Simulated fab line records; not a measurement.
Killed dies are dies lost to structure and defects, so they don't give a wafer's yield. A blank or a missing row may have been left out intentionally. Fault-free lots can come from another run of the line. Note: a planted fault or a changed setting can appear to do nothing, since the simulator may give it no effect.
Struck lot and sound lot, side by side / flow nand harc / 15 out of 1159 route steps
Sound: the wafers L724.3, L724.4, L724.5. Wafers L727.2, L727.4, L727.5 were the ones struck. At the end, the cause is stated.
For every step that has rows: the tool of each side, followed by ch and its chambers, followed by its first start. Under that, the readings that differ: sound wafers / struck wafers / difference of the means / sigmas: that difference in standard deviations of wafers without a fault.
alike: same words and numbers on both sides, and readings whose means sit less than 2 such deviations apart. not compared: any withheld reading, any reading some wafer has no value for, any bound like >300 that may hide the same value, and any number with overlapping values for which the record gives no deviation.
The two part at a step that has a row with sigmas, a row that says differs or no value, or rows on one side only. Numbers that don't overlap but have no deviation are shown without sigmas and don't part them. A reading that every wafer of one side lacks parts them only if that side has two wafers or more.

first, 4 steps without rows for these wafers: NHARC_P_CONTACT_EBR_08; NHARC_P_CONTACT_EXPOSE_09 (exposes mask P CA, target cd 90 nm); NHARC_P_CONTACT_PEB_10 (peb time 65 s); NHARC_P_CONTACT_DEVELOP_11 (develop time 35 s).
NHARC_P_CONTACT_CD_MEAS_12: target cd 90 nm.
  sound on cd sem-03 ch 0, day 7 15:24; struck on cd sem-01 ch 0, day 9 02:09
reading=cd nm (nm); sound=90.8 90.5 90.2; struck=89.4 89.0 89.4; difference=-1.2; sigmas=-2
NHARC_P_CONTACT_OVL_MEAS_13:
  sound: overlay-02 at day 7 15:29; struck: overlay-02 at day 9 02:14
  alike: overlay x nm, overlay y nm
NHARC_P_CONTACT_INSPECT_14:
  sound: defect inspect-02 at day 7 15:31; struck: defect inspect-01 at day 9 02:16
  alike: raw defect count
NHARC_P_CONTACT_DESCUM_17: chemistry O2, time 3 s.
  sound on rie diel-04 ch 0,3, day 7 15:35; struck on rie diel-04 ch 2,3, day 9 02:24
  alike: drypump motor current A, oes product au, rf vpp V, showerhead plenum p Torr, throttle valve pct
  not compared: rf hours counter h
NHARC_P_CONTACT_ETCH_35: etches the open film in CF4, target depth 39 nm, time 65 s.
  sound on rie diel-04 ch 2,3, day 7 15:40; struck on rie diel-04 ch 0,1,2, day 9 02:30
  alike: drypump motor current A, oes product au, rf vpp V, showerhead plenum p Torr, throttle valve pct
  not compared: rf hours counter h
NHARC_P_CONTACT_ETCH_36: etches the open film in N2/H2, target depth 260 nm, time 406.25 s.
  sound: rie diel-04 ch 2,3; struck: rie diel-04 ch 1,2,3
  alike: drypump motor current A, oes product au, rf vpp V, showerhead plenum p Torr, throttle valve pct
  not compared: rf hours counter h
NHARC_P_CONTACT_ETCH_18: etches the open film in C4F8/O2/Ar, target depth 481 nm, time 240.5 s.
  sound: rie diel-04 ch 1,3; struck: rie diel-04 ch 2,3
  alike: oes product au, rf vpp V
  not compared: rf hours counter h
then, 1 step without rows for these wafers: NHARC_P_CONTACT_STRIP_37 (strips in C4F8/O2/Ar).
NHARC_P_CONTACT_ETCH_31: etches the open film in CH3F/O2, target depth 30 nm, time 85.7 s.
  sound on rie diel-04 ch 0,1,2, day 7 16:20; struck on rie diel-04 ch 0,2, day 9 03:09
reading=oes product au (a.u.); sound=0.980 0.997 0.993; struck=0.680 0.673 0.682; difference=-0.312; sigmas=-22
  alike: drypump motor current A, rf vpp V, showerhead plenum p Torr, throttle valve pct
  not compared: rf hours counter h
NHARC_P_CONTACT_CD_MEAS_19:
  sound: cd sem-02 at day 7 16:28; struck: cd sem-01 at day 9 03:16
  alike: cd nm
NHARC_END_SORT_01:
  the record has rows for the sound wafers here (prober-01 ch 0, day 21 02:19) and none for the struck ones

## WHERE THEY PART
At NHARC_P_CONTACT_CD_MEAS_12 first; at NHARC_END_SORT_01 last (within this record only).

WHY: whatever the simulator had introduced
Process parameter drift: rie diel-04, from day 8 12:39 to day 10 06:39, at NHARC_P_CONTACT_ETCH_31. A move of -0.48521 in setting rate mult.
